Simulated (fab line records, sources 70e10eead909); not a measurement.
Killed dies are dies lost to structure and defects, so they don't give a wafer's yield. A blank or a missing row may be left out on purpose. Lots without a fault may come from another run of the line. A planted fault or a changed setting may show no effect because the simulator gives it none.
Which tool did it? | flow nand_harc | 11 lots, 33 wafers sampled, at 5 steps of a route of 1302

WHAT THE GAUGES READ, wafer by wafer
NHARC_END_SORT_01.
lot  | measured     | on        | killed_at_array
L669 | day 26 00:08 | prober-02 | 53 57 43

WHICH TOOL RAN EACH LOT (tool, then ch and the chambers of the sampled wafers, then the start)
lot  | NHARC_A_CHANNEL_HOLE_D2_ETCH_27  | NHARC_A_CHANNEL_HOLE_D2_ETCH_44    | NHARC_A_CHANNEL_FILL_D2_CMP_10 | NHARC_A_CHANNEL_FILL_D2_RTA_24
L667 | har_etch-01 ch 0,1, day 14 00:00 | rie_diel-13 ch 0,2,3, day 14 00:46 | cmp-02 ch 0,2,3, day 16 03:43  | rtp_anneal-01 ch 0, day 16 04:08
L668 | har_etch-02 ch 0,1, day 14 07:49 | rie_diel-10 ch 1,2,3, day 14 08:34 | cmp-03 ch 0,1,2, day 16 11:56  | rtp_anneal-02 ch 0, day 16 12:20
L669 | har_etch-01 ch 1, day 14 20:20   | rie_diel-13 ch 1,2, day 14 21:02   | cmp-03 ch 1,3, day 16 23:11    | rtp_anneal-02 ch 0, day 16 23:38
L678 | har_etch-01 ch 0,1, day 18 02:22 | rie_diel-13 ch 0,2,3, day 18 03:04 | cmp-01 ch 0,1,3, day 20 00:18  | rtp_anneal-01 ch 0, day 20 00:45
L679 | har_etch-01 ch 0,1, day 19 00:23 | rie_diel-05 ch 0,1,2, day 19 01:07 | cmp-02 ch 0,1,3, day 21 03:44  | rtp_anneal-02 ch 0, day 21 04:09
L682 | har_etch-02 ch 1, day 20 15:07   | rie_diel-13 ch 0,2, day 20 15:52   | cmp-02 ch 0,1,3, day 22 15:58  | rtp_anneal-01 ch 0, day 22 16:22
L683 | har_etch-01 ch 0,1, day 20 16:09 | rie_diel-13 ch 1,2,3, day 20 16:52 | cmp-01 ch 0,1,3, day 22 15:55  | rtp_anneal-02 ch 0, day 22 16:22
L684 | har_etch-01 ch 0,1, day 21 05:58 | rie_diel-05 ch 1,2,3, day 21 06:43 | cmp-02 ch 0,2,3, day 23 06:13  | rtp_anneal-01 ch 0, day 23 06:50
L685 | har_etch-02 ch 0,1, day 21 07:46 | rie_diel-13 ch 1,2,3, day 21 08:29 | cmp-01 ch 0,1,3, day 23 06:13  | rtp_anneal-01 ch 0, day 23 06:38
L686 | har_etch-02 ch 0,1, day 22 03:21 | rie_diel-13 ch 0,2, day 22 04:04   | cmp-02 ch 0,1,3, day 24 13:10  | rtp_anneal-02 ch 0, day 24 13:34
L688 | har_etch-02 ch 0,1, day 23 04:31 | rie_diel-13 ch 0,2, day 23 05:17   | cmp-03 ch 0,1,2, day 25 05:14  | rtp_anneal-02 ch 0, day 25 05:37
- NHARC_A_CHANNEL_HOLE_D2_ETCH_27: etches the open film in C4F8/O2/Ar, time 90 s, target depth 400 nm.
- NHARC_A_CHANNEL_HOLE_D2_ETCH_44: etches the open film in CF4/O2, target depth 140 nm, overetch 14 nm, time 77 s.
- NHARC_A_CHANNEL_FILL_D2_CMP_10: polishes, target thk 150 nm.
- NHARC_A_CHANNEL_FILL_D2_RTA_24: time 5 s.

THE ANSWER, worked out from the rows above alone
Rule: what is usual is taken from the lots themselves. Put in order of their means at a reading, lots are off if they are a third of the lots or fewer, leave a main group of 4 or more, and stand apart from it by a gap of 3 or more times the standard deviation of the main group's means; of several such gaps the widest counts. A main group whose means are all the same, to the digits that the tables above print for the reading, isn't used. A lot without any number at a reading at which 4 lots or more have one is off too. The other lots that the step has rows for count as sound.
No lot is off at any reading shown: from this, nothing can be told.

WHAT THE SIMULATOR HAD PUT IN
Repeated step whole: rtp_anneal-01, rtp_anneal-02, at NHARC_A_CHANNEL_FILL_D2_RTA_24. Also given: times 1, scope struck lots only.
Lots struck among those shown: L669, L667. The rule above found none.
